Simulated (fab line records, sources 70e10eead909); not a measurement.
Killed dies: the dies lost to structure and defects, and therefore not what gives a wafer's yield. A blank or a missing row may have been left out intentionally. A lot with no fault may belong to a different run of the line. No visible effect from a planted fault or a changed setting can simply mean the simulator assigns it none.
fab line records	flow nand_harc
record lots=12	wafers=36	last_day=24
route steps=1159 shown A_CONTACT@843 THIN_TSV@1130 END@1159
lots with no fault: from the same line, run without faults
start_h: hours from the record's first day to the start of the lot's first wafer shown	wait_h: how many hours have passed since the lot's step before this one	" unchanged from the row above	L1.1+2: several wafers, shown together as one row	- value missing, or start not given	* or withheld: withheld	< > ~ a bound
route shown NAME@n: names a module that has steps shown in the file, with the first one's number in the route	usual: mean and standard deviation over wafers with no fault	same: alike in all rows	chamber/n: place in a boat	sites: per-site readings	_std_site: the values' standard deviation	_edge_site: mean of outer sites minus mean of inner sites	radius_mm: for every site, how far away it sits from the centre of the wafer	mask NAME#n: copy n	behind: the most recent tool/chamber to have shaped the wafer	hold: why the lot was held/for how many hours/how that ended	device: names the non-switching transistor (n, p or np)	end of line: at the end of the route, the tests of the same wafers	a step with no rows: only its recipe	killed: dies that structure and defects cost at the first sort, which is not the same as the wafer's yield	map: dies across one wafer; x = killed, . = not, _ = none there
set.NAME: the run value of the setting; set.NAME@STEP: its run value at that earlier step	model.NAME: the simulator's own value behind a step, which no gauge read
the route's steps for a sample of lots (tables are steps, rows are wafers)
services: a tool's chamber out of use, with start hour (start_h, from the record's first day; less than 0 if before it), hours out, and reason
## steps
# step NHARC_A_CONTACT_DEP_29
# recipe target_thk_a=700	target_thk_nm=70	temp_c=400	pressure_torr=3.5	flow_sccm=200	rf_w=350	material=SiON
# usual heater_power_w=725/100	susceptor_temp_C=400.01/0.22
lot.wafer	tool	chamber	start_h	wait_h	heater_power_w	susceptor_temp_C
L140.3	pecvd-02	0	366.99	1.1	789	400.04
L140.6	"	1	"	"	799	399.89
L140.4	"	2	"	"	712	399.98
L141.1	pecvd-01	2	374.97	1.9	907	399.70
L141.4	"	1	"	"	833	399.91
L141.6	"	2	"	"	891	399.74
L144.2	pecvd-02	1	378.14	1.8	745	399.90
L144.6	"	0	"	"	799	400.02
L144.5	"	2	"	"	749	400.06
L149.1	pecvd-04	0	421.22	1.9	608	400.53
L149.4	"	0	"	"	599	399.87
L149.5	"	2	"	"	740	399.67
L145.3	pecvd-02	2	425.01	1.2	662	400.08
L145.4	"	0	"	"	718	399.67
L145.6	"	1	"	"	770	399.79
L150.3	pecvd-04	2	427.19	1.2	802	400.04
L150.6	"	0	"	"	511	399.79
L150.4	"	1	"	"	693	400.10
L153.3	pecvd-01	1	434.96	1.1	640	399.99
L153.1	"	2	"	"	1035	400.13
L153.5	"	0	"	"	761	399.78
L155.4	pecvd-04	0	471.84	0.8	619	400.57
L155.6	"	1	"	"	630	399.86
L155.5	"	2	"	"	814	400.21
L158.3	pecvd-04	2	483.80	1.2	804	400.39
L158.2	"	1	"	"	696	399.94
L158.6	"	2	"	"	819	400.00
L160.2	pecvd-04	1	502.74	1.5	706	400.45
L160.1	"	0	"	"	581	399.82
L160.4	"	2	"	"	749	400.00
L162.1	pecvd-04	0	508.54	1.9	542	399.74
L162.3	"	1	"	"	660	399.85
L162.4	"	2	"	"	679	400.16
L163.6	pecvd-01	2	508.83	0.1	922	399.96
L163.5	"	0	"	"	725	400.21
L163.4	"	1	"	"	633	400.16
# step NHARC_THIN_TSV_PVD_51
# recipe target_thk_a=1000	chamber_pressure_pa=5	material=Cu
# usual throttle_valve_pct=29.6/0.94
lot.wafer	tool	chamber	start_h	wait_h	throttle_valve_pct
L140.3	pvd_sputter-02	-	-	-	28.6
L140.4	"	-	"	"	30.0
L140.6	"	-	"	"	28.5
L141.4	pvd_sputter-02	-	-	-	28.8
L141.1	"	-	"	"	28.7
L141.6	"	-	"	"	28.5
L144.2	pvd_sputter-02	-	-	-	30.3
L144.6	"	-	"	"	28.7
L144.5	"	-	"	"	28.5
L145.3	pvd_sputter-01	-	-	-	31.1
L145.6	"	-	"	"	29.4
L149.4	pvd_sputter-01	-	-	-	29.7
L149.1	"	-	"	"	31.1
L149.5	"	-	"	"	29.6
L150.4	pvd_sputter-01	-	-	-	30.0
L150.3	"	-	"	"	31.1
L150.6	"	-	"	"	30.1
L153.3	pvd_sputter-01	-	-	-	29.8
L153.1	"	-	"	"	29.8
L153.5	"	-	"	"	31.0
L155.4	pvd_sputter-03	-	-	-	30.6
L155.5	"	-	"	"	28.9
L155.6	"	-	"	"	30.3
L158.3	pvd_sputter-03	-	-	-	30.5
L158.2	"	-	"	"	28.9
L158.6	"	-	"	"	30.3
L160.2	pvd_sputter-03	-	-	-	30.6
L160.1	"	-	"	"	31.5
L160.4	"	-	"	"	30.9
L163.4	pvd_sputter-01	-	-	-	29.5
L163.5	"	-	"	"	29.2
L163.6	"	-	"	"	29.6
L162.1	pvd_sputter-01	-	-	-	29.4
L162.3	"	-	"	"	30.1
L162.4	"	-	"	"	31.1
# step NHARC_THIN_TSV_DESCUM_35
# recipe time_s=3	o2_flow_sccm=200	ar_flow_sccm=0	bias_power_w=0	chemistry=O2
# usual chamber_pressure_mTorr=60.00/0.053	drypump_motor_current_A=5.76/0.28	o2_flow_sccm=200.1/0.58	oes_product_au=1.002/0.01	rf_vpp_V=57.9/0.82	showerhead_plenum_p_Torr=1.96/0.077	throttle_valve_pct=11.311/0.0084
lot.wafer	tool	chamber	start_h	wait_h	chamber_pressure_mTorr	drypump_motor_current_A	o2_flow_sccm	oes_product_au	rf_hours_counter_h	rf_vpp_V	showerhead_plenum_p_Torr	throttle_valve_pct
L140.3	rie_diel-01	3	440.02	-	59.88	5.12	200.5	1.011	7	58.5	2.01	11.321
L140.4	"	0	"	"	60.03	5.63	200.0	1.002	6	60.0	1.95	11.298
L140.6	"	0	"	"	60.02	5.63	200.3	0.997	-	59.4	1.95	11.303
L141.1	rie_diel-01	0	441.66	-	59.93	5.63	199.5	1.001	7	58.1	1.95	11.307
L141.4	"	1	"	"	60.01	5.82	199.7	0.992	7	57.4	2.01	11.309
L141.6	"	3	"	"	60.01	5.14	200.2	1.007	-	58.0	2.01	11.313
L144.2	rie_diel-01	2	442.31	-	60.00	5.87	200.1	0.999	7	57.6	2.00	11.315
L144.6	"	1	"	"	60.00	5.80	200.3	0.988	-	58.4	2.01	11.303
L144.5	"	2	"	"	60.08	5.89	200.3	0.996	-	58.3	2.00	11.321
L145.3	rie_diel-13	0	486.82	-	60.01	5.65	199.4	1.010	2	56.7	1.86	11.316
L145.6	"	2	"	"	60.00	5.73	201.1	0.984	-	58.1	1.89	11.309
L149.1	rie_diel-13	3	488.10	-	60.06	6.16	200.2	0.989	2	57.9	2.05	11.319
L149.4	"	3	"	"	60.06	6.17	200.7	0.989	-	57.5	2.05	11.294
L149.5	"	0	"	"	59.92	5.66	200.3	1.017	-	57.3	1.86	11.318
L150.4	rie_diel-01	1	490.45	-	59.95	5.79	200.2	0.990	10	56.9	2.01	11.319
L150.3	"	3	"	"	60.01	5.12	199.9	0.988	10	58.3	2.01	11.307
L150.6	"	1	"	"	60.01	5.78	200.5	0.996	-	58.3	2.01	11.298
L153.3	rie_diel-13	0	494.15	-	59.97	5.65	199.8	1.021	3	58.1	1.86	11.295
L153.1	"	1	"	"	60.01	5.71	199.2	1.021	3	57.5	2.02	11.320
L153.5	"	1	"	"	59.97	5.69	199.7	1.012	-	57.0	2.02	11.319
L155.4	rie_diel-05	2	541.56	-	60.00	6.10	199.9	1.014	1	58.2	1.87	11.320
L155.5	"	2	"	"	59.94	6.14	201.3	1.002	-	57.7	1.87	11.322
L155.6	"	3	"	"	60.02	5.68	200.1	1.002	-	58.9	2.00	11.306
L158.2	rie_diel-13	0	547.80	-	60.05	5.64	200.9	1.029	9	57.7	1.86	11.315
L158.3	"	2	"	"	59.97	5.73	201.2	0.995	10	56.1	1.89	11.310
L158.6	"	1	"	"	59.94	5.71	200.5	0.999	-	57.4	2.02	11.313
L160.2	rie_diel-13	1	566.88	-	60.00	5.73	199.5	1.001	11	58.3	2.02	11.296
L160.1	"	2	"	"	60.01	5.73	201.4	0.997	11	57.0	1.89	11.305
L160.4	"	3	"	"	59.93	6.18	200.5	0.987	11	59.3	2.05	11.319
L163.4	rie_diel-01	1	569.25	-	60.00	5.82	200.6	0.994	5	60.2	2.01	11.303
L163.6	"	2	"	"	60.00	5.83	200.6	0.997	-	57.4	2.00	11.314
L163.5	"	3	"	"	60.05	5.16	199.9	0.991	-	57.3	2.01	11.326
L162.4	rie_diel-05	1	571.88	-	60.01	5.52	200.0	0.999	2	56.3	1.79	11.304
L162.1	"	2	"	"	60.05	6.13	200.1	1.015	4	56.9	1.87	11.313
L162.3	"	0	"	"	60.03	6.15	201.4	1.003	2	57.7	2.03	11.318
# step NHARC_THIN_TSV_STRIP_56
# recipe power_w=1500	temp_c=250	chemistry=O2
# usual drypump_motor_current_A=5.8/0.62	heater_power_w=330/31	temp_c=250.01/0.16
lot.wafer	tool	chamber	start_h	wait_h	drypump_motor_current_A	heater_power_w	rf_hours_counter_h	temp_c
L140.3	plasma_asher-02	0	440.85	0.4	6.6	311	-	249.94
L140.4	"	1	"	"	4.9	294	-	249.96
L140.6	"	1	"	"	5.0	298	-	249.91
L141.1	plasma_asher-01	1	442.13	0.1	6.0	319	56	250.10
L141.4	"	1	"	"	6.0	312	-	250.06
L141.6	"	0	"	"	5.5	383	-	250.19
L144.2	plasma_asher-02	0	442.78	0.1	6.6	311	23	249.94
L144.6	"	0	"	"	6.6	307	-	249.87
L144.5	"	1	"	"	5.0	298	-	249.77
L145.3	plasma_asher-01	0	487.37	0.2	5.6	386	-	249.78
L145.6	"	0	"	"	5.6	384	-	250.10
L149.1	plasma_asher-01	1	488.64	0.1	6.0	325	8	249.91
L149.4	"	1	"	"	6.1	324	-	249.83
L149.5	"	0	"	"	5.5	389	-	250.41
L150.4	plasma_asher-01	1	491.03	0.2	6.0	322	-	249.99
L150.3	"	0	"	"	5.5	386	-	249.99
L150.6	"	1	"	"	6.1	330	-	250.00
L153.1	plasma_asher-02	1	494.69	0.1	4.9	288	43	249.82
L153.3	"	1	"	"	4.9	296	-	250.02
L153.5	"	1	"	"	4.9	290	-	250.17
L155.4	plasma_asher-01	0	543.26	1.3	5.5	391	-	249.95
L155.5	"	0	"	"	5.5	383	-	249.99
L155.6	"	1	"	"	6.1	319	-	249.83
L158.2	plasma_asher-02	0	548.33	0.1	6.6	319	2	250.02
L158.3	"	0	"	"	6.6	312	-	249.81
L158.6	"	1	"	"	5.0	312	-	250.20
L160.1	plasma_asher-02	1	567.39	0.1	5.0	314	8	250.12
L160.2	"	0	"	"	6.6	318	8	250.21
L160.4	"	0	"	"	6.6	324	-	250.03
L163.4	plasma_asher-02	0	569.85	0.2	6.7	316	-	249.82
L163.5	"	1	"	"	5.0	307	-	249.64
L163.6	"	0	"	"	6.6	321	-	249.82
L162.1	plasma_asher-02	1	572.41	0.1	5.0	315	9	250.17
L162.4	"	0	"	"	6.6	317	-	250.07
L162.3	"	1	"	"	5.0	315	-	250.14
# step NHARC_END_SORT_01
# recipe temp_c=25
# usual killed_at_array=25/9.5	killed_at_other=0.8/1.2	killed_at_periphery=3.4/2.2	killed_dies=29/10	killed_open=3.3/1.8	killed_short=2.1/1.4
# same gross_dies=677
lot.wafer	tool	chamber	start_h	wait_h	killed_at_array	killed_at_other	killed_at_periphery	killed_dies	killed_open	killed_short
L145.3	prober-01	0	496.88	3.1	9	0	5	14	7	2
L145.4	prober-01	0	497.67	3.4	665	1	3	669	4	2
L145.6	prober-01	0	499.26	4.0	10	0	2	12	4	1
L149.1	prober-01	0	503.06	2.5	16	0	7	23	1	1
L149.4	prober-01	0	505.45	3.4	26	0	9	35	3	1
L149.5	prober-01	0	506.25	3.7	25	0	7	32	4	2
L150.3	prober-02	0	504.82	3.1	28	1	1	30	2	0
L150.4	prober-02	0	505.61	3.4	38	0	3	41	3	2
L150.6	prober-02	0	507.20	4.0	42	0	2	44	4	3
# killed by level:class
L145.3 P_M0:geometric_particle:open=2 A_ONON_D1:geometric_particle:open=2 P_ZERO_WELL:chamber_film_flake=2 A_CHANNEL_HOLE_D1:chamber_film_flake=2 P_CONTACT:geometric_particle:open=1 A_SOURCE_PLATE:geometric_particle:short=1 A_CHANNEL_HOLE_D1:geometric_particle:open=1 A_CHANNEL_FILL_D1:geometric_particle:open=1
L145.4 A_CONTACT:area_dep=658 A_SGD_CUT:geometric_particle:open=2 P_GATE:geometric_particle:open=1 P_GATE:geometric_particle:short=1 A_ONON_D1:geometric_particle:short=1 A_CONTACT:geometric_particle:open=1 P_BONDPAD:chamber_film_flake=1 A_ZERO_WELL:chamber_film_flake=1
L145.6 A_ONON_D1:geometric_particle:open=3 A_CHANNEL_HOLE_D1:chamber_film_flake=3 A_SGD_CUT:geometric_particle:short=1 A_BLC:geometric_particle:open=1 P_STI:chamber_film_flake=1 P_GATE:chamber_film_flake=1 A_CHANNEL_FILL_D1:chamber_film_flake=1 A_STAIRCASE:chamber_film_flake=1
L149.1 A_CHANNEL_HOLE_D1:chamber_film_flake=11 P_CONTACT:chamber_film_flake=3 P_STI:chamber_film_flake=2 A_CONTACT:chamber_film_flake=2 A_CONTACT:geometric_particle:open=1 A_BLC:geometric_particle:short=1 P_ZERO_WELL:chamber_film_flake=1 P_GATE:chamber_film_flake=1
L150.3 A_CHANNEL_HOLE_D1:chamber_film_flake=17 A_SLIT:chamber_film_flake=7 A_STAIRCASE:chamber_film_flake=2 A_ONON_D1:geometric_particle:open=1 STARTING-WAFER:geometric_particle:open=1 P_ZERO_WELL:chamber_film_flake=1 A_CONTACT:chamber_film_flake=1
L149.4 A_CHANNEL_HOLE_D1:chamber_film_flake=17 P_CONTACT:chamber_film_flake=7 A_CONTACT:chamber_film_flake=3 A_CHANNEL_HOLE_D1:geometric_particle:short=1 A_CHANNEL_FILL_D1:geometric_particle:open=1 A_BLC:geometric_particle:open=1 A_M0:geometric_particle:open=1 P_STI:chamber_film_flake=1
L150.4 A_SLIT:chamber_film_flake=20 A_CHANNEL_HOLE_D1:chamber_film_flake=11 A_ONON_D1:geometric_particle:short=2 A_CONTACT:chamber_film_flake=2 P_CONTACT:geometric_particle:open=1 A_CONTACT:geometric_particle:open=1 A_M0:geometric_particle:open=1 P_GATE:chamber_film_flake=1
L149.5 A_CHANNEL_HOLE_D1:chamber_film_flake=18 A_CONTACT:chamber_film_flake=2 P_CONTACT:geometric_particle:open=1 P_M1:geometric_particle:short=1 P_M2:geometric_particle:open=1 A_CHANNEL_FILL_D1:geometric_particle:open=1 A_SGD_CUT:geometric_particle:short=1 A_M0:geometric_particle:open=1
L150.6 A_CHANNEL_HOLE_D1:chamber_film_flake=20 A_SLIT:chamber_film_flake=13 A_CONTACT:geometric_particle:short=2 A_WL_FILL:chamber_film_flake=2 P_CONTACT:geometric_particle:open=1 A_CHANNEL_FILL_D1:geometric_particle:open=1 A_WL_FILL:geometric_particle:short=1 A_BLC:geometric_particle:open=1
## services
tool	chamber	start_h	hours	kind
pvd_sputter-02	-	350.31	2.9	repair
pvd_sputter-03	-	355.21	3.3	repair
plasma_asher-02	-	360.00	9.0	pm
pecvd-01	0	363.24	29.6	repair
pecvd-04	1	367.63	4.7	repair
rie_diel-13	2	371.97	12.1	repair
pecvd-04	-	376.42	13.0	pm
rie_diel-01	2	383.43	5.0	repair
plasma_asher-02	-	393.59	4.7	repair
rie_diel-13	2	394.25	3.6	repair
pvd_sputter-02	-	396.88	10.0	pm
pvd_sputter-03	-	415.59	1.0	repair
plasma_asher-02	-	449.43	2.6	repair
rie_diel-13	-	453.00	9.0	pm
plasma_asher-01	-	453.74	9.0	pm
rie_diel-13	3	469.46	6.8	repair
rie_diel-13	1	487.77	3.1	repair
rie_diel-01	-	491.92	9.0	pm
plasma_asher-02	-	498.93	1.8	repair
pvd_sputter-01	-	514.02	10.0	pm
pecvd-04	1	524.62	12.3	repair
rie_diel-13	-	536.47	0.5	repair
plasma_asher-02	-	537.00	9.0	pm
pecvd-04	-	557.42	13.0	pm
## key
first_sign step=NHARC_END_SORT_01	reading=killed_at_array	direction=up	sigmas=67	usual=25	struck=665
effect step=NHARC_END_SORT_01	reading=killed_dies	direction=up	sigmas=62	usual=29	struck=669
more_kills_born_at NHARC_A_CONTACT_DEP_29@pecvd-02=658
met_at NHARC_A_CONTACT_DEP_29
struck_lots L145
struck_wafers L145.4
later_rows_left_out L145.4
tester_left_out L145
not_acting_at NHARC_THIN_TSV_PVD_51,NHARC_THIN_TSV_DESCUM_35,NHARC_THIN_TSV_STRIP_56
onset_between 378.14 425.01
fault kind=process_parameter_drift	tool=pecvd-02	chamber=0	onset_h=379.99	steps=NHARC_A_CONTACT_DEP_29	channel=target_thk_a	offset=*	shape=step	acts_in=*	stated=*
# tester_left_out: of these lots the tester's yield and bins aren't shown, on N5 and GAA mostly nor the transistor test; their killed dies are dies lost to structure and defects alone, not to doping, threshold or leakage, so they don't give the yield
# later_rows_left_out: the simulator's readings of these wafers behind a module that went badly wrong aren't trusted and aren't shown, but for the sort
